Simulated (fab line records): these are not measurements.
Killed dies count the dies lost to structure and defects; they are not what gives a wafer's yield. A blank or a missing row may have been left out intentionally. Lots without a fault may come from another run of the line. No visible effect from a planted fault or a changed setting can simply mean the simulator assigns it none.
fab line records	flow nand_harc
record lots=13	wafers=39	last_day=24
route steps=1159 shown A_CONTACT@941 A_M1@1051 A_BONDPAD@1078 END@1159
lots that met no fault: taken from a fault-free run of the same line
start_h: start of the lot's first displayed wafer, in hours after the record's first day	wait_h: hours from the lot's prior step to this one	" as in the row above	L1.1+2: several wafers, shown together as one row	- either no value or no given start	* or withheld: withheld	< > ~ a bound
route shown NAME@n: names a module that has steps shown in the file, with the first one's number in the route	usual: mean/standard deviation taken from wafers without a fault	same: alike in all rows	chamber/n: place in a boat	sites: the reading at each site	_std_site: the standard deviation of these	_edge_site: inner sites' mean taken away from outer sites' mean	radius_mm: how far each site lies from the wafer's centre	mask NAME#n: copy n	behind: the last tool/chamber to shape the wafer	hold: why the lot went on hold/how many hours it stayed there/how the hold came to an end	device: names the non-switching transistor (n, p or np)	end of line: the same wafers' tests at the end of the route	a step given without rows: its recipe and nothing more	killed: at the first sort, the dies lost to defects and structure; wafer yield is something else	map: shows each die of a wafer: x if killed, . if not, _ if none is there
set.NAME: the setting as run; set.NAME@STEP: as run at that earlier step	model.NAME: the simulator's own value behind a step, which no gauge read
route steps across a sampled set of lots; one table per step, one row per wafer
services: when a tool's chamber went out of use (start_h, in hours from the record's first day, below 0 if earlier), for how many hours, and the reason
## steps
# step NHARC_A_CONTACT_ETCH_30
# recipe target_depth_a=605	time_s=30.2	cf4_flow_sccm=100	chf3_flow_sccm=30	ar_flow_sccm=0	rf_w=500	bias_w=200	chemistry=CF4/CHF3
# usual bias_w=200.0/0.51	drypump_motor_current_A=5.7/0.32	oes_product_au=0.931/0.021	rf_vpp_V=371.7/2.1	showerhead_plenum_p_Torr=1.61/0.059	throttle_valve_pct=16.802/0.01
lot.wafer	tool	chamber	start_h	wait_h	bias_w	drypump_motor_current_A	oes_product_au	rf_hours_counter_h	rf_vpp_V	showerhead_plenum_p_Torr	throttle_valve_pct
L354.2	rie_diel-13	3	380.76	-	199.6	5.5	0.921	38	367.0	1.46	16.812
L354.4	"	2	"	"	200.5	5.4	0.921	25	370.6	1.54	16.807
L354.6	"	0	"	"	201.3	5.9	0.931	-	374.8	1.69	16.801
L355.1	rie_diel-08	0	385.69	-	199.9	5.7	0.910	15	370.9	1.59	16.811
L355.3	"	3	"	"	200.0	5.4	0.943	14	373.9	1.68	16.803
L355.6	"	0	"	"	199.3	5.7	0.905	-	371.8	1.59	16.794
L357.2	rie_diel-08	0	403.39	-	199.7	5.7	0.909	18	370.8	1.59	16.798
L357.4	"	3	"	"	200.6	5.4	0.952	17	373.6	1.68	16.814
L357.5	"	0	"	"	200.0	5.7	0.896	-	371.4	1.59	16.815
L358.1	rie_diel-13	2	414.30	-	199.0	5.4	0.950	37	369.1	1.54	16.792
L358.5	"	1	"	"	199.4	6.1	0.908	-	370.2	1.56	16.795
L358.6	"	2	"	"	200.1	5.4	0.947	-	370.6	1.54	16.795
L360.2	rie_diel-08	3	425.52	-	200.3	5.4	0.934	20	374.3	1.67	16.806
L360.1	"	0	"	"	199.7	5.7	0.904	22	371.6	1.59	16.801
L360.4	"	2	"	"	200.6	5.1	0.914	21	371.4	1.58	16.803
L364.2	rie_diel-08	0	435.85	-	199.8	5.7	0.919	25	370.6	1.59	16.799
L364.3	"	1	"	"	199.3	5.9	0.935	24	371.0	1.57	16.796
L364.5	"	0	"	"	200.0	5.6	0.898	-	372.1	1.59	16.822
L361.2	rie_diel-13	3	438.43	-	199.9	5.5	0.924	57	366.4	1.46	16.792
L361.4	"	0	"	"	199.3	5.9	0.905	57	375.8	1.69	16.793
L361.6	"	0	"	"	200.4	5.9	0.899	-	373.4	1.69	16.774
L363.2	rie_diel-07	2	441.37	-	200.4	6.3	0.940	11	373.1	1.68	16.806
L363.6	"	3	"	"	200.8	5.7	0.915	-	369.8	1.59	16.814
L363.5	"	0	"	"	199.6	5.3	0.933	-	373.0	1.64	16.815
L366.2	rie_diel-08	1	451.69	-	200.2	5.8	0.930	28	370.9	1.57	16.801
L366.1	"	3	"	"	200.1	5.4	0.948	26	374.3	1.67	16.792
L366.5	"	1	"	"	200.0	5.8	0.931	-	370.3	1.57	16.792
L365.3	rie_diel-07	0	467.31	-	200.0	5.3	0.919	24	372.7	1.64	16.812
L365.2	"	1	"	"	200.6	5.9	0.914	22	370.5	1.57	16.806
L365.5	"	1	"	"	199.9	5.8	0.916	-	370.4	1.57	16.805
L368.1	rie_diel-13	0	467.72	-	201.0	5.9	0.966	1	374.0	1.68	16.816
L368.3	"	1	"	"	200.9	6.1	0.915	3	369.6	1.56	16.810
L368.6	"	0	"	"	200.3	5.9	0.969	-	374.6	1.68	16.805
L374.2	rie_diel-13	1	510.48	-	199.6	6.1	0.928	20	370.9	1.55	16.791
L374.6	"	2	"	"	199.6	5.3	0.908	-	369.7	1.53	16.777
L374.5	"	1	"	"	200.1	6.1	0.913	-	369.3	1.55	16.816
L377.3	rie_diel-07	2	518.51	-	200.4	6.3	0.979	42	374.5	1.67	16.808
L377.4	"	3	"	"	199.7	5.7	0.984	45	370.3	1.58	16.797
L377.6	"	3	"	"	199.9	5.7	0.977	-	370.0	1.58	16.800
# step NHARC_A_M1_ANNEAL_31
# recipe temp_c=225	time_s=90
# usual wafer_temp_C_max=225.9/0.33
lot.wafer	tool	chamber	start_h	wait_h	wafer_temp_C_max
L354.2	rtp_anneal-01	0	398.14	0.4	225.9
L354.4	"	0	"	"	226.6
L354.6	"	0	"	"	226.2
L355.1	rtp_anneal-02	0	408.42	0.3	225.7
L355.3	"	0	"	"	225.6
L355.6	"	0	"	"	225.5
L357.2	rtp_anneal-01	0	418.56	0.4	226.3
L357.4	"	0	"	"	226.0
L357.5	"	0	"	"	226.3
L358.1	rtp_anneal-02	0	435.54	0.3	225.6
L358.5	"	0	"	"	225.7
L358.6	"	0	"	"	225.6
L360.1	rtp_anneal-01	0	443.33	0.3	226.3
L360.2	"	0	"	"	226.9
L360.4	"	0	"	"	226.2
L361.2	rtp_anneal-02	0	455.51	0.4	225.7
L361.4	"	0	"	"	225.5
L361.6	"	0	"	"	225.5
L364.2	rtp_anneal-02	0	456.23	-	225.8
L364.3	"	0	"	"	226.0
L364.5	"	0	"	"	225.6
L363.2	rtp_anneal-02	0	456.89	0.4	225.6
L363.5	"	0	"	"	225.7
L363.6	"	0	"	"	225.5
L366.1	rtp_anneal-02	0	469.13	0.3	226.0
L366.2	"	0	"	"	225.3
L366.5	"	0	"	"	225.5
L365.2	rtp_anneal-01	0	498.44	-	225.7
L365.3	"	0	"	"	225.8
L365.5	"	0	"	"	226.4
L368.1	rtp_anneal-02	0	499.01	-	225.6
L368.3	"	0	"	"	225.6
L368.6	"	0	"	"	225.9
L374.2	rtp_anneal-02	0	526.20	-	225.7
L374.5	"	0	"	"	225.6
L374.6	"	0	"	"	225.7
L377.3	rtp_anneal-01	0	542.08	0.3	226.0
L377.4	"	0	"	"	226.2
L377.6	"	0	"	"	226.0
# step NHARC_A_BONDPAD_CD_MEAS_13
# usual cd_nm=500.8/2.7
lot.wafer	tool	chamber	start_h	wait_h	cd_nm
L354.2	cd_sem-03	-	401.36	-	505.5
L354.4	"	-	"	"	505.7
L354.6	"	-	"	"	502.3
L355.1	cd_sem-01	-	411.70	-	500.7
L355.3	"	-	"	"	502.9
L355.6	"	-	"	"	500.6
L357.2	cd_sem-01	-	421.72	-	500.9
L357.4	"	-	"	"	500.2
L357.5	"	-	"	"	497.6
L358.1	cd_sem-02	-	438.80	-	495.5
L358.5	"	-	"	"	502.4
L358.6	"	-	"	"	497.7
L360.1	cd_sem-03	-	446.62	-	503.5
L360.2	"	-	"	"	503.8
L360.4	"	-	"	"	504.0
L361.2	cd_sem-03	-	458.76	-	498.7
L361.4	"	-	"	"	498.7
L361.6	"	-	"	"	500.5
L364.2	cd_sem-02	-	459.79	-	498.6
L364.3	"	-	"	"	501.0
L364.5	"	-	"	"	499.5
L363.2	cd_sem-01	-	461.28	-	497.5
L363.5	"	-	"	"	497.5
L363.6	"	-	"	"	501.4
L366.1	cd_sem-01	-	472.41	-	497.9
L366.2	"	-	"	"	499.8
L366.5	"	-	"	"	497.2
L365.2	cd_sem-02	-	501.65	-	497.4
L365.3	"	-	"	"	498.9
L365.5	"	-	"	"	501.4
L368.1	cd_sem-01	-	502.34	-	502.7
L368.3	"	-	"	"	502.3
L368.6	"	-	"	"	501.7
L374.2	cd_sem-03	-	529.45	-	505.1
L374.5	"	-	"	"	500.2
L374.6	"	-	"	"	497.9
L377.3	cd_sem-02	-	545.58	-	503.1
L377.4	"	-	"	"	505.6
L377.6	"	-	"	"	503.4
# step NHARC_A_BONDPAD_PRE_CLEAN_26
# recipe time_s=30	temp_c=280	gas=H2/He
# usual heater_power_w=420/36
lot.wafer	tool	chamber	start_h	wait_h	heater_power_w
L354.2	pvd_sputter-03	-	-	-	453
L354.4	"	-	"	"	398
L354.6	"	-	"	"	431
L355.3	pvd_sputter-03	-	-	-	475
L355.1	"	-	"	"	434
L355.6	"	-	"	"	393
L357.4	pvd_sputter-03	-	-	-	391
L357.2	"	-	"	"	455
L357.5	"	-	"	"	461
L358.1	pvd_sputter-03	-	-	-	475
L358.6	"	-	"	"	396
L358.5	"	-	"	"	451
L360.1	pvd_sputter-02	-	-	-	359
L360.4	"	-	"	"	427
L360.2	"	-	"	"	455
L361.4	pvd_sputter-01	-	-	-	431
L361.2	"	-	"	"	399
L361.6	"	-	"	"	438
L364.2	pvd_sputter-02	-	-	-	362
L364.3	"	-	"	"	415
L364.5	"	-	"	"	462
L363.2	pvd_sputter-02	-	-	-	458
L363.6	"	-	"	"	435
L363.5	"	-	"	"	432
L366.2	pvd_sputter-03	-	-	-	446
L366.1	"	-	"	"	458
L366.5	"	-	"	"	446
L365.2	pvd_sputter-03	-	-	-	458
L365.3	"	-	"	"	412
L365.5	"	-	"	"	461
L368.1	pvd_sputter-03	-	-	-	429
L368.3	"	-	"	"	452
L368.6	"	-	"	"	420
L374.2	pvd_sputter-03	-	-	-	456
L374.5	"	-	"	"	442
L374.6	"	-	"	"	434
L377.4	pvd_sputter-03	-	-	-	446
L377.3	"	-	"	"	457
L377.6	"	-	"	"	427
# step NHARC_END_SORT_01
# recipe temp_c=25
# usual killed_at_array=25/7.8	killed_at_other=0.6/0.81	killed_at_periphery=3.3/2.2	killed_dies=29/8.2	killed_open=3.5/1.9	killed_short=1.8/1.3
# same gross_dies=677
lot.wafer	tool	chamber	start_h	wait_h	killed_at_array	killed_at_other	killed_at_periphery	killed_dies	killed_open	killed_short
L374.2	prober-02	0	557.80	2.8	31	1	3	35	2	5
L374.5	prober-02	0	560.19	3.7	26	0	5	31	4	1
L374.6	prober-02	0	560.99	4.0	81	0	2	83	2	2
# killed by level:class
L374.2 A_CHANNEL_HOLE_D1:chamber_film_flake=16 A_CONTACT:chamber_film_flake=4 A_CHANNEL_FILL_D1:geometric_particle:short=3 A_BLC:chamber_film_flake=3 A_WL_FILL:geometric_particle:short=2 P_M0:chamber_film_flake=2 A_CHANNEL_FILL_D1:geometric_particle:open=1 A_WL_FILL:geometric_particle:open=1
L374.5 A_CHANNEL_HOLE_D1:chamber_film_flake=16 A_CONTACT:chamber_film_flake=3 P_M0:geometric_particle:open=2 P_M0:chamber_film_flake=2 A_BLC:chamber_film_flake=2 A_ONON_D1:geometric_particle:open=1 A_CHANNEL_FILL_D1:geometric_particle:short=1 A_WL_FILL:geometric_particle:open=1
L374.6 A_CONTACT:unspecified=57 A_CHANNEL_HOLE_D1:chamber_film_flake=15 A_STAIRCASE:chamber_film_flake=4 A_CONTACT:chamber_film_flake=2 P_GATE:geometric_particle:open=1 P_M0:geometric_particle:open=1 A_WL_FILL:geometric_particle:short=1 A_CONTACT:geometric_particle:short=1
## services
tool	chamber	start_h	hours	kind
rie_diel-13	0	359.83	-	clean
rie_diel-13	1	359.83	-	clean
rie_diel-13	2	359.83	-	clean
rie_diel-13	3	359.83	-	clean
rie_diel-08	0	359.98	-	clean
rie_diel-08	1	359.98	-	clean
rie_diel-08	2	359.98	-	clean
rie_diel-08	3	359.98	-	clean
pvd_sputter-02	-	383.73	4.8	repair
rie_diel-13	0	384.33	-	clean
rie_diel-13	1	384.33	-	clean
pvd_sputter-01	-	385.01	40.5	repair
pvd_sputter-02	-	393.79	10.0	pm
rie_diel-13	1	399.79	10.7	repair
rie_diel-07	-	405.74	9.0	pm
rie_diel-08	0	417.33	3.9	repair
rie_diel-13	-	442.55	0.3	repair
rie_diel-07	-	444.54	0.8	repair
pvd_sputter-03	-	458.00	10.0	pm
rie_diel-08	-	459.16	21.9	repair
pvd_sputter-01	-	474.85	2.0	repair
rie_diel-13	0	505.73	5.7	repair
pvd_sputter-03	-	510.81	0.7	repair
pvd_sputter-01	-	515.14	10.0	pm
## key
first_sign step=NHARC_END_SORT_01	reading=killed_at_array	direction=up	sigmas=7.1	usual=25	struck=81
effect step=NHARC_END_SORT_01	reading=killed_dies	direction=up	sigmas=6.5	usual=29	struck=83
more_kills_born_at NHARC_A_CONTACT_ETCH_30@rie_diel-13=56
met_at NHARC_A_CONTACT_ETCH_30
struck_lots L374
struck_wafers L374.6
tester_left_out L374
not_acting_at NHARC_A_M1_ANNEAL_31,NHARC_A_BONDPAD_CD_MEAS_13,NHARC_A_BONDPAD_PRE_CLEAN_26
onset_between 414.30 510.48
fault kind=chamber_particle_source	tool=rie_diel-13	chamber=2	onset_h=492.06	steps=NHARC_A_CONTACT_ETCH_30	rate_per_visit_cm2=0.64295	end_h=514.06
# tester_left_out: of these lots the tester's yield and bins aren't shown, on N5 and GAA mostly nor the transistor test; their killed dies are dies lost to structure and defects alone, not to doping, threshold or leakage, so they don't give the yield
